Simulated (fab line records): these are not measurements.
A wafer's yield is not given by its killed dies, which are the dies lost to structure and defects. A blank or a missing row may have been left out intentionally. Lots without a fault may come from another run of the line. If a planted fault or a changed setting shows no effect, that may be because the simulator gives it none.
Matching of chambers | flow nand-harc | NHARC_A_STAIRCASE_CMP_152 on cmp-02 has 4 sister chambers
The step polishes. 4 wafers are shown with their chamber, then 7 later ones without.

## EACH WAFER AND ITS CHAMBER
wafer  | chamber | motor-current-A (A)
L555.2 | 0       | 13.8
L555.6 | 1       | 11.1
L554.1 | 2       | 11.5
L554.3 | 3       | 10.7

## WAFERS WITH NO CHAMBER GIVEN
wafer  | motor-current-A (A)
L554.5 | 11.0
L559.1 | 10.8
L559.2 | 12.7
L559.5 | 11.3
L569.2 | 13.2
L569.3 | 11.2
L569.6 | 13.2

## EACH ONE'S CHAMBER
wafer  | from the rows above               | in truth
L554.5 | can't be placed: 1 or 3 or 2      | 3
L559.1 | can't be placed: 3 or 1 or 2      | 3
L559.2 | can't be placed: 0 or 2 or 1 or 3 | 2
L559.5 | can't be placed: 2 or 1 or 3      | 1
L569.2 | 0                                 | 0
L569.3 | can't be placed: 1 or 2 or 3      | 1
L569.6 | 0                                 | 0
Correctly placed: 2 of 7. Not placeable from these rows: 5 (in 5, the candidates include the true chamber). 0 placed wrongly.
How it was worked out, from the rows above alone: a wafer's distance from a chamber is the root of the sum, over the readings, of the square of ((its reading less the chamber's mean) divided by the reading's scatter). If the next closest chamber is less than 2 further off than the closest, the wafer can't be placed; otherwise it belongs to the closest. The mean given for a chamber averages the wafers shown for that chamber. The scatter: root of mean squared gap, hidden wafer to nearest shown wafer, with one shown wafer a chamber.
